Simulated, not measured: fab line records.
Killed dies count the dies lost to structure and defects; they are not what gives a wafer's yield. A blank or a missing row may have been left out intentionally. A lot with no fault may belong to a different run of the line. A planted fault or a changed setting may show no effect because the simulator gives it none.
fab line records	flow nandHarc
[record] lots = 11	wafers = 33	lastDay = 24
route steps=1159 shown A_M1@1048 A_BONDPAD@1080 HYBRID_BOND@1094 END@1159
lots with no fault: from the same line, run without faults
startH: hours from the record's first day to the start of the lot's first wafer shown	waitH: hours since the lot's step before	" repeats the value in the row above	L1.1+2: a row that stands for several wafers	- no value present, or no start provided	* or withheld: withheld	< > ~ a bound
route shown NAME@n: a module of which the file shows steps, and the number in the route of the first	usual: mean/standard deviation taken from wafers without a fault	same: alike in all rows	chamber/n: place in a boat	sites: per-site readings	_std_site: their standard deviation	_edge_site: mean of outer sites minus mean of inner sites	radiusMm: for every site, how far away it sits from the centre of the wafer	mask NAME#n: copy n	behind: the tool/chamber that last shaped the wafer	hold: cause of the lot's hold/its duration in hours/its outcome	device: transistor that didn't switch, given as n, p or np	end of line: at the end of the route, the tests of the same wafers	a step with no rows: only its recipe	killed: count of dies lost to structure and defects at first sort (not the wafer's yield)	map: shows each die of a wafer: x if killed, . if not, _ if none is there
set.NAME: setting as actually run; set.NAME@STEP: the setting as run at that earlier step	model.NAME: the simulator's own value behind a step, which no gauge read
route steps across a sampled set of lots; one table per step, one row per wafer
services: the hour from which a tool's chamber was out of use, counted from the record's first day as startH (under 0 if before that day), plus the number of hours and why
[[steps]]
[step NHARC_A_M1_PVD_20]
[recipe] targetThkA = 50	biasV = 168.6	powerW = 15000	chamberPressurePa = 0.12	timeS = 8.06	substrateTempC = 50	material = TaN
[usual] throttleValvePct = 29.8/0.98
lot.wafer	tool	chamber	startH	waitH	throttleValvePct
L482.4	pvdSputter-03	-	-	-	28.6
L482.3	"	-	"	"	31.7
L482.6	"	-	"	"	30.8
L483.4	pvdSputter-03	-	-	-	30.7
L483.1	"	-	"	"	28.5
L483.6	"	-	"	"	28.4
L486.2	pvdSputter-01	-	-	-	30.2
L486.6	"	-	"	"	30.4
L486.5	"	-	"	"	29.4
L484.3	pvdSputter-01	-	-	-	29.6
L484.2	"	-	"	"	31.0
L484.6	"	-	"	"	30.2
L485.4	pvdSputter-02	-	-	-	28.7
L485.1	"	-	"	"	30.0
L485.6	"	-	"	"	28.5
L488.2	pvdSputter-01	-	-	-	30.3
L488.3	"	-	"	"	31.3
L488.5	"	-	"	"	31.0
L487.4	pvdSputter-01	-	-	-	30.4
L487.3	"	-	"	"	30.0
L487.6	"	-	"	"	30.5
L492.3	pvdSputter-01	-	-	-	30.3
L492.4	"	-	"	"	29.7
L492.6	"	-	"	"	31.1
L495.1	pvdSputter-01	-	-	-	30.6
L495.3	"	-	"	"	30.2
L495.5	"	-	"	"	30.0
L505.4	pvdSputter-03	-	-	-	30.6
L505.5	"	-	"	"	30.4
L505.6	"	-	"	"	31.8
L504.4	pvdSputter-03	-	-	-	28.9
L504.3	"	-	"	"	30.2
L504.1	"	-	"	"	30.6
[step NHARC_A_M1_INSPECT_27]
[usual] rawDefectCount = 444/120
lot.wafer	tool	chamber	startH	waitH	rawDefectCount
L482.3	defectInspect-02	-	409.28	0.0	380
L482.4	"	-	"	"	295
L482.6	"	-	"	"	448
L483.1	defectInspect-01	-	409.66	0.0	396
L483.4	"	-	"	"	481
L483.6	"	-	"	"	338
L486.2	defectInspect-01	-	411.21	0.0	586
L486.5	"	-	"	"	559
L486.6	"	-	"	"	1034
L484.2	defectInspect-02	-	419.42	0.0	485
L484.3	"	-	"	"	428
L484.6	"	-	"	"	600
L485.1	defectInspect-02	-	419.74	0.0	325
L485.4	"	-	"	"	308
L485.6	"	-	"	"	258
L488.2	defectInspect-02	-	451.99	0.0	410
L488.3	"	-	"	"	567
L488.5	"	-	"	"	567
L487.3	defectInspect-01	-	459.50	0.0	355
L487.4	"	-	"	"	412
L487.6	"	-	"	"	436
L492.3	defectInspect-01	-	463.13	0.0	266
L492.4	"	-	"	"	443
L492.6	"	-	"	"	404
L495.1	defectInspect-01	-	468.58	0.0	389
L495.3	"	-	"	"	368
L495.5	"	-	"	"	228
L505.4	defectInspect-02	-	544.56	0.0	394
L505.5	"	-	"	"	302
L505.6	"	-	"	"	397
L504.1	defectInspect-02	-	548.38	0.0	506
L504.3	"	-	"	"	541
L504.4	"	-	"	"	523
[step NHARC_A_BONDPAD_ETCH_24]
[recipe] targetDepthA = 300	overEtchFrac = 0.3	timeS = 72.99	ionEnergyEv = 150	cf4FlowSccm = 50	n2FlowSccm = 100	arFlowSccm = 150	rfW = 300	biasW = 100	chemistry = CF4/N2
[usual] cf4FlowSccm = 50.03/0.16	drypumpMotorCurrentA = 5.8/0.39	oesProductAu = 0.995/0.0076	rfVppV = 313.8/2.2	runLengthS = 94.3/0.45	showerheadPlenumPTorr = 2.60/0.12	throttleValvePct = 19.794/0.0095
lot.wafer	tool	chamber	startH	waitH	cf4FlowSccm	drypumpMotorCurrentA	oesProductAu	rfHoursCounterH	rfVppV	runLengthS	showerheadPlenumPTorr	throttleValvePct
L482.3	rieDiel-11	3	412.01	-	50.05	5.2	0.981	4	311.1	94.7	2.44	19.789
L482.4	"	2	"	"	49.87	5.8	0.992	5	312.2	94.8	2.46	19.805
L482.6	"	0	"	"	50.33	5.2	0.997	-	316.2	95.3	2.71	19.809
L483.1	rieDiel-11	0	412.39	-	50.41	5.2	1.001	5	316.4	95.2	2.71	19.803
L483.4	"	1	"	"	49.91	5.7	1.018	5	310.2	93.8	2.44	19.795
L483.6	"	0	"	"	50.25	5.2	1.006	-	316.1	94.9	2.71	19.803
L486.2	rieDiel-03	0	414.46	-	50.19	5.5	0.995	1	313.7	94.2	2.63	19.809
L486.6	"	2	"	"	50.14	6.2	0.992	-	311.4	94.1	2.46	19.807
L486.5	"	3	"	"	50.14	6.3	1.017	-	315.0	94.2	2.77	19.787
L484.2	rieDiel-03	0	422.40	-	50.07	5.5	1.000	1	314.2	93.8	2.63	19.812
L484.3	"	1	"	"	50.03	5.6	0.988	1	313.9	94.5	2.58	19.817
L484.6	"	1	"	"	49.96	5.6	0.987	-	314.0	94.4	2.58	19.808
L485.4	rieDiel-03	2	422.59	-	50.34	6.1	0.998	1	311.3	94.1	2.46	19.798
L485.1	"	0	"	"	50.01	5.5	0.997	1	315.0	94.0	2.63	19.799
L485.6	"	3	"	"	50.19	6.3	0.996	-	316.1	93.8	2.77	19.804
L488.2	rieDiel-03	1	455.62	-	50.00	5.6	0.996	2	313.4	94.8	2.58	19.782
L488.3	"	2	"	"	49.93	6.2	0.988	2	311.2	94.6	2.46	19.785
L488.5	"	3	"	"	49.97	6.3	0.989	-	317.8	94.0	2.77	19.786
L487.3	rieDiel-11	2	463.09	-	49.91	5.9	1.001	16	311.5	94.6	2.45	19.800
L487.4	"	3	"	"	49.71	5.2	0.999	15	311.2	94.8	2.44	19.797
L487.6	"	2	"	"	50.26	5.9	1.000	-	310.4	94.8	2.45	19.796
L492.4	rieDiel-03	0	465.83	-	50.28	5.5	1.001	3	315.6	93.9	2.63	19.797
L492.3	"	2	"	"	49.91	6.2	0.996	3	310.5	94.2	2.46	19.808
L492.6	"	0	"	"	50.08	5.5	0.987	-	314.1	93.9	2.63	19.801
L495.3	rieDiel-03	2	472.28	-	50.10	6.2	1.001	3	310.1	74.5	2.46	19.806
L495.1	"	3	"	"	50.00	6.3	1.007	3	316.2	93.8	2.76	19.794
L495.5	"	2	"	"	49.82	6.2	0.997	-	312.7	94.2	2.46	19.797
L505.4	rieDiel-03	3	547.30	-	50.10	6.3	0.989	6	316.4	93.7	2.76	19.799
L505.6	"	1	"	"	49.58	5.6	0.989	-	314.1	94.6	2.58	19.770
L505.5	"	2	"	"	50.21	6.2	0.984	-	312.7	94.2	2.46	19.805
L504.4	rieDiel-03	1	551.11	-	49.89	5.6	0.992	6	313.2	94.7	2.58	19.799
L504.3	"	2	"	"	50.18	6.2	1.001	6	311.3	94.4	2.46	19.790
L504.1	"	3	"	"	49.88	6.3	0.998	6	318.1	93.8	2.76	19.811
[step NHARC_HYBRID_BOND_ACTIVATE_00]
[recipe] timeS = 60	n2FlowSccm = 200	arFlowSccm = 0	biasPowerW = 0	chemistry = N2
[usual] drypumpMotorCurrentA = 5.8/0.36	oesProductAu = 1.002/0.0084	rfVppV = 64.2/0.92	showerheadPlenumPTorr = 1.78/0.074
lot.wafer	tool	chamber	startH	waitH	drypumpMotorCurrentA	oesProductAu	rfHoursCounterH	rfVppV	showerheadPlenumPTorr
L482.3	rieDiel-02	0	414.11	0.1	5.8	0.979	8	64.7	1.88
L482.4	"	2	"	"	5.7	0.991	9	64.0	1.71
L482.6	"	0	"	"	5.8	0.980	-	64.0	1.88
L483.1	rieDiel-07	1	414.50	0.1	5.7	1.000	0	62.7	1.84
L483.4	"	1	"	"	5.7	0.996	-	66.0	1.84
L483.6	"	2	"	"	5.2	0.995	-	64.2	1.88
L486.2	rieDiel-07	1	416.67	0.1	5.6	0.999	0	63.5	1.84
L486.6	"	0	"	"	5.5	0.997	-	63.5	1.77
L486.5	"	1	"	"	5.6	1.002	-	64.4	1.84
L484.2	rieDiel-02	3	424.50	0.1	6.0	1.010	9	65.9	1.86
L484.3	"	0	"	"	5.8	0.989	8	65.7	1.88
L484.6	"	1	"	"	6.4	0.998	-	63.2	1.72
L485.1	rieDiel-02	3	424.68	0.1	6.0	1.014	9	66.2	1.86
L485.4	"	1	"	"	6.4	0.996	9	62.5	1.72
L485.6	"	2	"	"	5.7	0.980	-	64.0	1.71
L488.2	rieDiel-10	3	457.66	0.1	5.4	1.011	33	63.2	1.78
L488.3	"	2	"	"	5.7	1.005	34	64.2	1.63
L488.5	"	3	"	"	5.4	1.007	-	64.5	1.78
L487.3	rieDiel-10	0	465.24	0.1	5.4	1.011	40	63.7	1.77
L487.4	"	1	"	"	5.4	1.000	41	64.2	1.82
L487.6	"	0	"	"	5.3	1.004	-	63.7	1.77
L492.3	rieDiel-02	1	467.93	0.1	6.4	0.990	13	64.0	1.72
L492.6	"	3	"	"	6.1	1.014	-	64.4	1.86
L492.4	"	2	"	"	5.7	0.980	-	63.5	1.71
L495.3	rieDiel-02	1	474.35	0.1	6.4	0.995	13	63.1	1.72
L495.1	"	3	"	"	6.1	1.018	14	64.4	1.86
L495.5	"	0	"	"	5.8	1.002	-	64.4	1.88
L505.4	rieDiel-02	3	549.40	0.1	6.0	0.995	3	65.8	1.86
L505.6	"	0	"	"	5.8	1.006	-	65.4	1.88
L505.5	"	1	"	"	6.4	1.000	-	63.5	1.72
L504.3	rieDiel-02	2	553.17	0.1	5.7	1.007	4	64.2	1.71
L504.4	"	3	"	"	6.0	1.003	4	63.4	1.86
L504.1	"	1	"	"	6.4	1.000	4	65.3	1.72
[step NHARC_END_SORT_01]
[recipe] tempC = 25
[usual] defectLimitedYield = 95.7/1.5	killedAtArray = 25/9.5	killedAtOther = 0.8/1.2	killedAtPeriphery = 3.4/2.2	killedDies = 29/10	killedOpen = 3.3/1.8	killedShort = 2.1/1.4	sort_bin_2_pct = 1.4/0.63	sort_bin_3_pct = 0.22/0.2	sort_bin_4_pct = 2.7/0.96	sortNPass = 648/10	sortRimYieldPct = 95.6/2.8	sortYieldPct = 95.7/1.5
[same] grossDies = 677	sort_bin_5_pct[%] = 0	sort_bin_6_pct[%] = 0	sort_bin_7_pct[%] = 0	sort_bin_8_pct[%] = 0	sortRimNGross = 106.00
lot.wafer	tool	chamber	startH	waitH	defectLimitedYield[%]	killedAtArray	killedAtOther	killedAtPeriphery	killedDies	killedOpen	killedShort	sort_bin_2_pct[%]	sort_bin_3_pct[%]	sort_bin_4_pct[%]	sortNPass	sortRimYieldPct[%]	sortYieldPct[%]
L482.3	prober-02	0	451.10	3.2	96.2	24	0	2	26	5	2	1.5	0.15	2.2	651	95.3	96.2
L482.4	prober-02	0	451.90	3.4	97.2	16	2	1	19	5	1	0.7	0	2.1	658	91.5	97.2
L482.6	prober-02	0	453.51	4.0	95.7	27	0	2	29	6	1	1.8	0.44	2.1	648	96.2	95.7
L483.1	prober-01	0	457.18	2.5	98.7	5	3	1	9	1	1	0.3	0.15	0.9	668	99.1	98.7
L483.4	prober-01	0	459.63	3.5	97.6	11	2	3	16	4	2	0.7	0.30	1.3	661	96.2	97.6
L483.6	prober-01	0	461.27	4.1	98.5	8	2	0	10	3	1	0.3	0	1.2	667	98.1	98.5
L486.2	prober-02	0	458.09	2.8	97.3	15	1	2	18	0	2	0.7	0	1.9	659	94.3	97.3
L486.5	prober-02	0	460.51	3.7	96.9	20	0	1	21	3	3	0.9	0	2.2	656	98.1	96.9
L486.6	prober-02	0	461.31	4.0	98.1	12	0	1	13	4	3	0.9	0.15	0.9	664	95.3	98.1
L485.1	prober-01	0	465.09	2.5	96.5	21	0	3	24	2	3	1.3	0.15	2.1	653	98.1	96.5
L485.4	prober-01	0	467.44	3.4	95.7	28	0	1	29	2	1	1.5	0.59	2.2	648	94.3	95.7
L485.6	prober-01	0	469.01	3.9	95.4	26	0	5	31	4	2	0.7	0.15	3.7	646	96.2	95.4
L484.2	prober-02	0	465.93	2.8	95.6	25	0	5	30	3	1	1.0	0.15	3.2	647	93.4	95.6
L484.3	prober-02	0	466.73	3.1	95.1	30	0	3	33	2	2	1.6	0.44	2.8	644	89.6	95.1
L484.6	prober-02	0	469.14	4.0	95.3	28	0	4	32	6	1	1.8	0.15	2.8	645	97.2	95.3
L488.2	prober-01	0	486.70	2.8	94.7	32	1	3	36	4	2	1.5	0.30	3.5	641	95.3	94.7
L488.3	prober-01	0	487.50	3.1	94.8	32	0	3	35	3	3	1.6	0.44	3.1	642	97.2	94.8
L488.5	prober-01	0	489.10	3.7	95.4	22	5	4	31	2	2	1.8	0.44	2.4	646	90.6	95.4
L487.3	prober-01	0	496.88	3.1	97.9	9	0	5	14	7	2	0.6	0.15	1.3	663	98.1	97.9
L487.4	prober-01	0	497.67	3.4	98.4	7	1	3	11	4	2	0.6	0	1.0	666	97.2	98.4
L487.6	prober-01	0	499.26	4.0	98.2	10	0	2	12	4	1	0.1	0	1.6	665	96.2	98.2
L492.3	prober-02	0	504.82	3.1	95.6	28	1	1	30	2	0	1.3	0.30	2.8	647	96.2	95.6
L492.4	prober-02	0	505.61	3.4	93.9	38	0	3	41	3	2	1.6	0.59	3.8	636	98.1	93.9
L492.6	prober-02	0	507.20	4.0	93.5	42	0	2	44	4	3	2.2	0.44	3.8	633	98.1	93.5
L495.1	prober-02	0	510.97	2.5	95.0	29	0	5	34	6	3	2.5	0.30	2.2	643	100.0	95.0
L495.3	prober-02	0	512.59	3.1	95.1	27	0	6	33	4	1	2.1	0.15	2.7	644	98.1	95.1
L495.5	prober-02	0	514.21	3.7	97.2	15	0	4	19	3	3	0.9	0	1.9	658	95.3	97.2
L505.4	prober-02	0	578.09	3.4	96.3	20	0	5	25	8	4	1.5	0.30	1.9	652	97.2	96.3
L505.5	prober-02	0	578.90	3.7	97.2	15	1	3	19	3	2	0.9	0.15	1.8	658	95.3	97.2
L505.6	prober-02	0	579.70	4.0	96.3	20	1	4	25	4	0	1.0	0	2.7	652	98.1	96.3
L504.1	prober-02	0	583.51	2.5	95.0	31	1	2	34	3	2	1.8	0.59	2.7	643	97.2	95.0
L504.3	prober-02	0	585.10	3.1	96.3	22	0	3	25	5	2	0.9	0	2.8	652	97.2	96.3
L504.4	prober-02	0	585.89	3.4	95.1	29	2	2	33	4	4	1.0	0	3.8	644	90.6	95.1
// killed by level:class
L482.3 A_SLIT:chamberFilmFlake=10 A_STAIRCASE:chamberFilmFlake=3 A_CONTACT:chamberFilmFlake=3 P_CONTACT:geometricParticle:open=2 A_CONTACT:geometricParticle:open=2 A_SOURCE_PLATE:geometricParticle:short=1 A_BLC:geometricParticle:short=1 A_M1:geometricParticle:open=1
L482.4 A_SLIT:chamberFilmFlake=3 A_STAIRCASE:chamberFilmFlake=3 A_CHANNEL_HOLE_D1:chamberFilmFlake=2 A_CHANNEL_FILL_D1:chamberFilmFlake=2 P_CONTACT:geometricParticle:open=1 A_SOURCE_PLATE:geometricParticle:short=1 A_SGD_CUT:geometricParticle:open=1 A_WL_FILL:geometricParticle:open=1
L482.6 A_SLIT:chamberFilmFlake=12 A_STAIRCASE:chamberFilmFlake=6 A_CHANNEL_HOLE_D1:chamberFilmFlake=2 P_M2:geometricParticle:open=1 A_SGD_CUT:geometricParticle:open=1 A_SLIT:geometricParticle:open=1 A_WL_FILL:geometricParticle:short=1 A_CONTACT:geometricParticle:open=1
L483.1 A_CONTACT:chamberFilmFlake=3 HYBRID_BOND:chamberFilmFlake=3 P_CONTACT:geometricParticle:short=1 A_M0:geometricParticle:open=1 A_SLIT:chamberFilmFlake=1
L486.2 A_STAIRCASE:chamberFilmFlake=4 A_WL_FILL:chamberFilmFlake=3 A_CHANNEL_HOLE_D1:chamberFilmFlake=2 A_SLIT:chamberFilmFlake=2 A_CONTACT:chamberFilmFlake=2 A_STAIRCASE:geometricParticle:short=1 A_WL_FILL:geometricParticle:short=1 P_ZERO_WELL:chamberFilmFlake=1
L483.4 A_CONTACT:chamberFilmFlake=2 HYBRID_BOND:chamberFilmFlake=2 P_M0:geometricParticle:open=1 P_M1:geometricParticle:open=1 A_SOURCE_PLATE:geometricParticle:short=1 A_CHANNEL_HOLE_D1:geometricParticle:short=1 A_WL_FILL:geometricParticle:open=1 A_BLC:geometricParticle:open=1
L486.5 A_CHANNEL_HOLE_D1:chamberFilmFlake=4 A_STAIRCASE:chamberFilmFlake=4 A_ZERO_WELL:chamberFilmFlake=3 A_WL_FILL:chamberFilmFlake=2 P_STI:geometricParticle:open=1 A_ONON_D1:geometricParticle:short=1 A_ONON_D1:geometricParticle:open=1 A_WL_FILL:geometricParticle:short=1
L483.6 A_CONTACT:chamberFilmFlake=4 STARTING-WAFER:geometricParticle:open=2 A_STAIRCASE:chamberFilmFlake=2 A_CONTACT:geometricParticle:open=1 A_M0:geometricParticle:short=1
L486.6 A_SLIT:chamberFilmFlake=3 P_M0:geometricParticle:open=1 A_ONON_D1:geometricParticle:short=1 A_CHANNEL_FILL_D1:geometricParticle:open=1 A_SGD_CUT:geometricParticle:open=1 A_WL_FILL:geometricParticle:short=1 A_CONTACT:geometricParticle:open=1 A_M0:geometricParticle:short=1
L485.1 A_SLIT:chamberFilmFlake=7 A_CHANNEL_HOLE_D1:chamberFilmFlake=6 A_CONTACT:chamberFilmFlake=3 A_SGD_CUT:geometricParticle:short=2 P_GATE:geometricParticle:open=1 P_M0:geometricParticle:open=1 A_ONON_D1:geometricParticle:short=1 P_STI:chamberFilmFlake=1
L484.2 A_CHANNEL_HOLE_D1:chamberFilmFlake=12 A_SLIT:chamberFilmFlake=8 A_STAIRCASE:chamberFilmFlake=2 P_GATE:geometricParticle:short=1 P_M1:geometricParticle:open=1 P_BONDPAD:geometricParticle:open=1 A_CHANNEL_HOLE_D1:geometricParticle:open=1 P_GATE:chamberFilmFlake=1
L484.3 A_CHANNEL_HOLE_D1:chamberFilmFlake=16 A_SLIT:chamberFilmFlake=8 A_CONTACT:chamberFilmFlake=2 P_M0:geometricParticle:short=1 P_M0:geometricParticle:open=1 A_SGD_CUT:geometricParticle:short=1 A_M0:geometricParticle:open=1 P_STI:chamberFilmFlake=1
L485.4 A_CHANNEL_HOLE_D1:chamberFilmFlake=13 A_SLIT:chamberFilmFlake=7 A_CHANNEL_FILL_D1:chamberFilmFlake=2 A_STAIRCASE:chamberFilmFlake=2 A_CHANNEL_FILL_D1:geometricParticle:open=1 A_SGD_CUT:geometricParticle:open=1 A_M1:geometricParticle:short=1 P_STI:chamberFilmFlake=1
L485.6 A_CHANNEL_HOLE_D1:chamberFilmFlake=12 A_SLIT:chamberFilmFlake=8 P_STI:chamberFilmFlake=4 A_BLC:geometricParticle:open=2 P_GATE:geometricParticle:short=1 A_SOURCE_PLATE:geometricParticle:open=1 A_ONON_D1:geometricParticle:open=1 A_ONON_D1:geometricParticle:short=1
L484.6 A_CHANNEL_HOLE_D1:chamberFilmFlake=14 A_SLIT:chamberFilmFlake=6 A_WL_FILL:geometricParticle:open=2 A_CONTACT:chamberFilmFlake=2 P_GATE:geometricParticle:open=1 P_CONTACT:geometricParticle:short=1 P_M0:geometricParticle:open=1 A_CONTACT:geometricParticle:open=1
L488.2 A_CHANNEL_HOLE_D1:chamberFilmFlake=12 A_SLIT:chamberFilmFlake=12 A_CONTACT:geometricParticle:open=4 P_ZERO_WELL:chamberFilmFlake=3 A_ZERO_WELL:chamberFilmFlake=2 A_ONON_D1:geometricParticle:short=1 A_SGD_CUT:geometricParticle:short=1 THIN_TSV:chamberFilmFlake=1
L488.3 A_SLIT:chamberFilmFlake=13 A_CHANNEL_HOLE_D1:chamberFilmFlake=7 A_STAIRCASE:chamberFilmFlake=4 A_WL_FILL:chamberFilmFlake=2 A_CONTACT:chamberFilmFlake=2 P_CONTACT:geometricParticle:open=1 P_M0:geometricParticle:open=1 P_M1:geometricParticle:short=1
L488.5 A_SLIT:chamberFilmFlake=6 A_ZERO_WELL:chamberFilmFlake=5 THIN_TSV:chamberFilmFlake=5 A_CHANNEL_HOLE_D1:chamberFilmFlake=4 A_WL_FILL:chamberFilmFlake=4 P_M0:geometricParticle:open=2 P_STI:chamberFilmFlake=2 A_WL_FILL:geometricParticle:short=1
L487.3 P_M0:geometricParticle:open=2 A_ONON_D1:geometricParticle:open=2 P_ZERO_WELL:chamberFilmFlake=2 A_CHANNEL_HOLE_D1:chamberFilmFlake=2 P_CONTACT:geometricParticle:open=1 A_SOURCE_PLATE:geometricParticle:short=1 A_CHANNEL_HOLE_D1:geometricParticle:open=1 A_CHANNEL_FILL_D1:geometricParticle:open=1
L487.4 A_SGD_CUT:geometricParticle:open=2 P_GATE:geometricParticle:open=1 P_GATE:geometricParticle:short=1 A_ONON_D1:geometricParticle:short=1 A_CONTACT:geometricParticle:open=1 P_BONDPAD:chamberFilmFlake=1 A_ZERO_WELL:chamberFilmFlake=1 A_CHANNEL_HOLE_D1:chamberFilmFlake=1
L487.6 A_ONON_D1:geometricParticle:open=3 A_CHANNEL_HOLE_D1:chamberFilmFlake=3 A_SGD_CUT:geometricParticle:short=1 A_BLC:geometricParticle:open=1 P_STI:chamberFilmFlake=1 P_GATE:chamberFilmFlake=1 A_CHANNEL_FILL_D1:chamberFilmFlake=1 A_STAIRCASE:chamberFilmFlake=1
L492.3 A_CHANNEL_HOLE_D1:chamberFilmFlake=17 A_SLIT:chamberFilmFlake=7 A_STAIRCASE:chamberFilmFlake=2 A_ONON_D1:geometricParticle:open=1 STARTING-WAFER:geometricParticle:open=1 P_ZERO_WELL:chamberFilmFlake=1 A_CONTACT:chamberFilmFlake=1
L492.4 A_SLIT:chamberFilmFlake=20 A_CHANNEL_HOLE_D1:chamberFilmFlake=11 A_ONON_D1:geometricParticle:short=2 A_CONTACT:chamberFilmFlake=2 P_CONTACT:geometricParticle:open=1 A_CONTACT:geometricParticle:open=1 A_M0:geometricParticle:open=1 P_GATE:chamberFilmFlake=1
L492.6 A_CHANNEL_HOLE_D1:chamberFilmFlake=20 A_SLIT:chamberFilmFlake=13 A_CONTACT:geometricParticle:short=2 A_WL_FILL:chamberFilmFlake=2 P_CONTACT:geometricParticle:open=1 A_CHANNEL_FILL_D1:geometricParticle:open=1 A_WL_FILL:geometricParticle:short=1 A_BLC:geometricParticle:open=1
L495.1 A_SLIT:chamberFilmFlake=15 A_CHANNEL_HOLE_D1:chamberFilmFlake=3 P_CONTACT:geometricParticle:open=2 A_CHANNEL_FILL_D1:geometricParticle:open=2 P_STI:chamberFilmFlake=2 A_STAIRCASE:chamberFilmFlake=2 A_ONON_D1:geometricParticle:short=1 A_CHANNEL_FILL_D1:geometricParticle:short=1
L495.3 A_SLIT:chamberFilmFlake=12 A_CONTACT:chamberFilmFlake=4 P_STI:chamberFilmFlake=3 A_CHANNEL_HOLE_D1:chamberFilmFlake=3 A_STAIRCASE:chamberFilmFlake=3 A_CONTACT:geometricParticle:open=2 P_CONTACT:geometricParticle:open=1 P_M0:geometricParticle:open=1
L495.5 A_SLIT:chamberFilmFlake=6 P_STI:chamberFilmFlake=3 A_CHANNEL_FILL_D1:geometricParticle:short=2 A_CHANNEL_HOLE_D1:chamberFilmFlake=2 P_GATE:geometricParticle:open=1 A_CHANNEL_FILL_D1:geometricParticle:open=1 A_WL_FILL:geometricParticle:short=1 A_WL_FILL:geometricParticle:open=1
L505.4 A_CHANNEL_HOLE_D1:chamberFilmFlake=10 A_CONTACT:geometricParticle:open=3 A_M0:geometricParticle:open=2 P_CONTACT:geometricParticle:open=1 P_M0:geometricParticle:open=1 P_M1:geometricParticle:short=1 A_CHANNEL_FILL_D1:geometricParticle:short=1 A_BLC:geometricParticle:short=1
L505.5 A_CHANNEL_HOLE_D1:chamberFilmFlake=6 P_ZERO_WELL:chamberFilmFlake=2 A_STAIRCASE:chamberFilmFlake=2 P_M1:geometricParticle:short=1 A_CHANNEL_HOLE_D1:geometricParticle:open=1 A_M0:geometricParticle:open=1 A_M0:geometricParticle:short=1 A_M1:geometricParticle:open=1
L505.6 A_CHANNEL_HOLE_D1:chamberFilmFlake=10 P_ZERO_WELL:chamberFilmFlake=3 A_ZERO_WELL:chamberFilmFlake=2 A_STAIRCASE:chamberFilmFlake=2 A_CONTACT:chamberFilmFlake=2 P_M1:geometricParticle:open=1 A_CHANNEL_FILL_D1:geometricParticle:open=1 A_CONTACT:geometricParticle:open=1
L504.1 A_SLIT:chamberFilmFlake=16 A_CHANNEL_HOLE_D1:chamberFilmFlake=5 A_CONTACT:chamberFilmFlake=4 A_WL_FILL:chamberFilmFlake=2 P_M0:geometricParticle:open=1 A_WL_FILL:geometricParticle:short=1 A_WL_FILL:geometricParticle:open=1 P_ZERO_WELL:chamberFilmFlake=1
L504.3 A_SLIT:chamberFilmFlake=14 A_CHANNEL_HOLE_D1:chamberFilmFlake=4 P_CONTACT:geometricParticle:open=2 A_WL_FILL:geometricParticle:short=2 P_M2:geometricParticle:open=1 A_SGD_CUT:geometricParticle:open=1 A_WL_FILL:geometricParticle:open=1
L504.4 A_SLIT:chamberFilmFlake=8 A_CONTACT:chamberFilmFlake=7 A_CHANNEL_HOLE_D1:chamberFilmFlake=6 A_WL_FILL:geometricParticle:short=2 A_BLC:geometricParticle:open=2 THIN_TSV:chamberFilmFlake=2 P_M0:geometricParticle:open=1 A_ONON_D1:geometricParticle:short=1
[[services]]
tool	chamber	startH	hours	kind
rieDiel-11	3	384.36	7.9	repair
rieDiel-03	-	392.33	9.0	pm
rieDiel-03	0	392.33	9.0	ventCycle
rieDiel-03	1	392.33	9.0	ventCycle
rieDiel-03	2	392.33	9.0	ventCycle
rieDiel-03	3	392.33	9.0	ventCycle
pvdSputter-02	-	396.88	10.0	pm
rieDiel-03	0	401.33	-	clean
rieDiel-03	1	401.33	-	clean
rieDiel-07	-	405.48	9.0	pm
pvdSputter-03	-	415.59	1.0	repair
rieDiel-10	-	424.08	0.6	repair
pvdSputter-03	-	458.01	10.0	pm
rieDiel-02	0	464.72	7.9	repair
rieDiel-10	3	470.73	5.4	repair
rieDiel-02	2	493.56	11.3	repair
rieDiel-02	-	504.71	9.0	pm
pvdSputter-01	-	514.02	10.0	pm
rieDiel-11	3	516.17	7.5	repair
rieDiel-03	1	526.19	13.8	repair
rieDiel-07	2	527.84	3.2	repair
rieDiel-10	2	528.46	21.5	repair
rieDiel-10	-	530.63	9.0	pm
rieDiel-11	-	543.50	9.0	pm
[[key]]
[firstSign] step = NHARC_A_BONDPAD_ETCH_24	reading = runLengthS	direction = down	sigmas = 44	usual = *	struck = *
effect none on later readings
metAt NHARC_A_BONDPAD_ETCH_24
struckLots L495
struckWafers L495.3
notActingAt NHARC_A_M1_PVD_20,NHARC_A_M1_INSPECT_27,NHARC_HYBRID_BOND_ACTIVATE_00
onsetBetween 465.83 472.28
[fault] kind = processParameterDrift	tool = rieDiel-03	chamber = -	onsetH = 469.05	steps = NHARC_A_BONDPAD_ETCH_24	channel = timeS	offset = *	shape = step	endH = 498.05	scope = struckWafersOnly	actsIn = *	stated = *
